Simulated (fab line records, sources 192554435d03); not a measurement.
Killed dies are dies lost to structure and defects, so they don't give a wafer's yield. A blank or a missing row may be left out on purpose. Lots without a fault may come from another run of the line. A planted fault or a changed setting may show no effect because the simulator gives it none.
Problem report in the 8D (eight disciplines) form, filled by code | flow n5_finfet | the parts of the form that need people (team, actions taken, sign-off) are left out
Where a reading is given only as a bound, like >300, the bound stands for it, and a mean or a difference that rests on one is marked > or <: the true number lies beyond.

1. THE PROBLEM
raw_defect_count at N5_DUMMY_GATE_INSPECT_27 reads a mean of 756 on 6 wafers of 2 lots; wafers without a fault read 315 with a standard deviation of 77. That is +5.7 standard deviations from the usual mean.
The step: inspects for defects (brightfield).
First seen on wafer L306.1, day 6 19:43, on defect_inspect-02. The record holds 25 wafers of 9 lots with a number at this step. Rule for "out", or "out of limits": more than 4 standard deviations from the usual mean. The other wafers with a number count as sound.

2. WHAT IT IS AND WHAT IT IS NOT
question                    | is                                   | is not
which readings at this step | raw_defect_count                     | -
which lots                  | L306, L308                           | L292, L293, L295, L297, L311, L312, L314
which wafers of those lots  | all that have a number               | -
read on which gauges        | defect_inspect-01, defect_inspect-02 | -
when                        | from day 6 19:43                     | up to then (10 sound wafers); but 9 sound wafers of L311, L312, L314 came after

3. SUSPECTS, AND WHAT RULES EACH OUT
Counting: a tool at a process step up to the reading stays a suspect if it ran every lot that is out and no sound lot after the first of them.
- the gauge at N5_DUMMY_GATE_INSPECT_27: ruled out. The wafers that are out were read on 2 gauges (defect_inspect-01, defect_inspect-02).
- rie_diel-05 at N5_DUMMY_GATE_ETCH_37 (etches SOC in N2/H2, target depth 60 nm, overetch 30 nm): ruled out as a lasting fault. Sound lots L311, L314 ran on it after its first lot that is out, L306 (day 6 18:34).
- wet_bench-05 at N5_DUMMY_GATE_PRECLEAN_25 (cleans in O3/DIW, time 45 s): kept. It ran every lot that is out, first L306 (day 6 19:37), and no sound lot after that; its last sound lot up to then is L297 (day 4 11:00).
Left after counting: wet_bench-05 at N5_DUMMY_GATE_PRECLEAN_25.

4. THE CAUSE (what the simulator had put in)
Chamber particle source: wet_bench-05, from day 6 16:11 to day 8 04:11, at N5_DUMMY_GATE_PRECLEAN_25. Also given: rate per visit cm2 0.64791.
Counting left only this tool.

5. THE CHAIN OF EFFECTS, in route order
Each row: a reading whose mean over the struck wafers that have a number lies more than 3 standard deviations from the usual. Only readings for which the record gives a usual standard deviation are gone through. hours: the time from each lot's start at the first step in this table that gives one to its start at this step, as a median over the lots. sigmas: the change in usual standard deviations.
hours | step                     | reading              | usual  | on struck wafers | change | sigmas
0     | N5_DUMMY_GATE_INSPECT_27 | raw_defect_count     | 315    | 756              | +442   | +5.7
1     | N5_SPACER0_INSPECT_04    | raw_defect_count     | 138    | 564              | +426   | +14
1     | N5_SD_EPI_N_INSPECT_11   | raw_defect_count     | 1.9    | >300             | >+298  | +99 or more
6     | N5_SD_EPI_N_INSPECT_26   | raw_defect_count     | 216    | 645              | +429   | +11
264   | N5_PASSIVATION_PROBE_49  | defect_limited_yield | 91.0 % | 84.1             | -6.9   | -4.6
264   | N5_PASSIVATION_PROBE_49  | killed_at_front_end  | 42     | 128              | +86    | +6.6
264   | N5_PASSIVATION_PROBE_49  | killed_dies          | 106    | 188              | +82    | +4.5
264   | N5_PASSIVATION_PROBE_49  | sort_bin_5_function  | 5.2 %  | 10.1             | +4.9   | +5.2
264   | N5_PASSIVATION_PROBE_49  | sort_n_pass          | 1074   | 992              | -82    | -4.5
264   | N5_PASSIVATION_PROBE_49  | sort_yield_pct       | 91.0 % | 84.1             | -6.9   | -4.6
The process steps in it:
- N5_PASSIVATION_PROBE_49
Later measuring or inspecting steps at which every struck wafer that the step has a row for has a number for every such reading, and none has moved that far: N5_BEOL_M4_RC_MEAS_101.

6. WHAT WOULD HAVE CAUGHT IT SOONER
In this record the first reading out of limits at a measuring or inspecting step was taken at day 6 19:43, 4 hours after the fault began at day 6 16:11.
Of the tool readings at N5_DUMMY_GATE_PRECLEAN_25 for which the record gives a usual standard deviation, none was out on any struck wafer, so an alarm limit of 4 standard deviations on them would not have fired.
Of the lots that are out (2), L308 began N5_DUMMY_GATE_PRECLEAN_25 on wet_bench-05 after day 6 19:43. A hold on the tool at that time would have spared it.
